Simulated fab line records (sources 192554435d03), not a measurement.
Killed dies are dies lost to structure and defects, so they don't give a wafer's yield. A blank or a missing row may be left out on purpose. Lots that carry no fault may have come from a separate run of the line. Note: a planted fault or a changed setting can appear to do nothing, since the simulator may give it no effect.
Chamber matching	flow n5 finfet	rie diel-01 running N5_MOL_CONTACT_COAG_STRIP_98: 4 sister chambers
The step strips in N2/H2. 14 wafers are shown with their chamber, then 7 later ones without.

== WAFERS, EACH WITH ITS CHAMBER ==
wafer	chamber	showerhead plenum p Torr (Torr)	drypump motor current A (A)	throttle valve pct (%)
L076.1	2	3.59	5.2	18.8
L076.3	1	3.16	5.8	18.3
L076.6	1	3.16	5.8	18.2
L082.1	1	3.16	5.7	18.3
L082.3	3	3.45	6.6	19.0
L082.5	2	3.58	5.2	18.8
L088.1	0	3.51	6.4	18.5
L088.4	0	3.51	6.4	18.5
L088.5	1	3.15	5.8	18.3
L093.1	0	3.50	6.3	18.5
L093.2	1	3.14	5.7	18.3
L093.3	2	3.57	5.2	18.9
L093.4	2	3.57	5.2	18.9
L093.5	1	3.14	5.8	18.3

SIGNATURES (averages over the wafers above)
reading	chamber 0	chamber 1	chamber 2	chamber 3	scatter within a chamber
showerhead plenum p Torr	3.5067	3.1517	3.5775	3.4500	0.00908
drypump motor current A	6.367	5.767	5.200	6.600	0.0447
throttle valve pct	18.500	18.283	18.850	19.000	0.0428
Rule: for each reading, subtract the chamber's mean from the wafer's reading, divide by that reading's scatter and square the result; add these up over the readings and take the root, which gives the wafer's distance from the chamber. The wafer belongs to the nearest chamber; if the next one is less than 2 further off, it can't be placed. The scatter: take each reading less its chamber's mean, square it, sum over the shown wafers, divide by the number of wafers less the number of chambers, and take the root.

== WAFERS WITHOUT THEIR CHAMBER ==
wafer	showerhead plenum p Torr (Torr)	drypump motor current A (A)	throttle valve pct (%)
L093.6	3.50	6.3	18.5
L095.2	3.50	6.3	18.5
L095.4	3.50	6.4	18.5
L095.6	3.44	6.6	18.6
L097.1	3.55	5.7	17.9
L097.2	3.56	5.2	18.9
L097.3	3.43	6.6	18.6

== THE CHAMBER EACH PASSED THROUGH ==
wafer	from the rows above	in truth
L093.6	0	0
L095.2	0	0
L095.4	0	0
L095.6	can't be placed: 0 or 3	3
L097.1	0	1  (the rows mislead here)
L097.2	2	2
L097.3	can't be placed: 3 or 0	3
Correct placement for 4 of the 7. These rows do not allow placing 2 (true chamber among the candidates in 2). Number placed wrongly: 1.
